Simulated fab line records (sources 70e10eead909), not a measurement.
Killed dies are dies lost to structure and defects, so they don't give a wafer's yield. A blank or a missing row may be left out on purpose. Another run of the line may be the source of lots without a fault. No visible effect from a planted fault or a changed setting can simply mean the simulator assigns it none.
Matching of chambers | flow nand-harc | pecvd-02 running NHARC_THIN_TSV_DEP_43: 3 sister chambers
The step deposits SiO2, target thk 1328.5 nm. 16 wafers are shown with their chamber, then 8 later ones without.

== WAFERS PAIRED WITH THEIR CHAMBERS ==
wafer  | chamber | throttle-valve-pct (%)
L521.3 | 1       | 17.0
L521.5 | 1       | 17.2
L521.6 | 2       | 16.0
L525.3 | 2       | 15.1
L525.4 | 0       | 16.9
L525.6 | 2       | 15.1
L527.2 | 1       | 16.6
L527.4 | 1       | 16.7
L527.5 | 2       | 15.2
L531.4 | 1       | 16.9
L531.5 | 0       | 17.3
L531.6 | 2       | 15.2
L530.2 | 1       | 16.8
L530.3 | 0       | 17.2
L530.5 | 1       | 16.9
L533.2 | 0       | 17.2

SIGNATURES (means of the wafers above)
reading            | chamber 0 | chamber 1 | chamber 2 | scatter within a chamber
throttle-valve-pct | 17.150    | 16.871    | 15.320    | 0.265
Rule: a wafer lies at a distance from a chamber equal to the root of the sum of squares, over the readings, of (its reading less the chamber's mean, divided by the reading's scatter). The wafer belongs to the nearest chamber; if the next one is less than 2 further off, it can't be placed. How the scatter is found: for the shown wafers, subtract from each reading the mean of its chamber, square and add these, divide the total by (wafers less chambers), then take the root.

== WAFERS WITH NO CHAMBER GIVEN ==
wafer  | throttle-valve-pct (%)
L533.3 | 17.0
L533.6 | 17.0
L532.3 | 16.9
L532.4 | 16.8
L532.6 | 17.1
L542.1 | 15.4
L542.3 | 17.3
L542.5 | 15.3

== EACH ONE'S CHAMBER ==
wafer  | from the rows above     | in truth
L533.3 | can't be placed: 1 or 0 | 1
L533.6 | can't be placed: 1 or 0 | 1
L532.3 | can't be placed: 1 or 0 | 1
L532.4 | can't be placed: 1 or 0 | 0
L532.6 | can't be placed: 0 or 1 | 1
L542.1 | 2                       | 2
L542.3 | can't be placed: 0 or 1 | 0
L542.5 | 2                       | 2
2 of 8 placed correctly. Not placeable from these rows: 6 (in 6, the candidates include the true chamber). 0 placed wrongly.
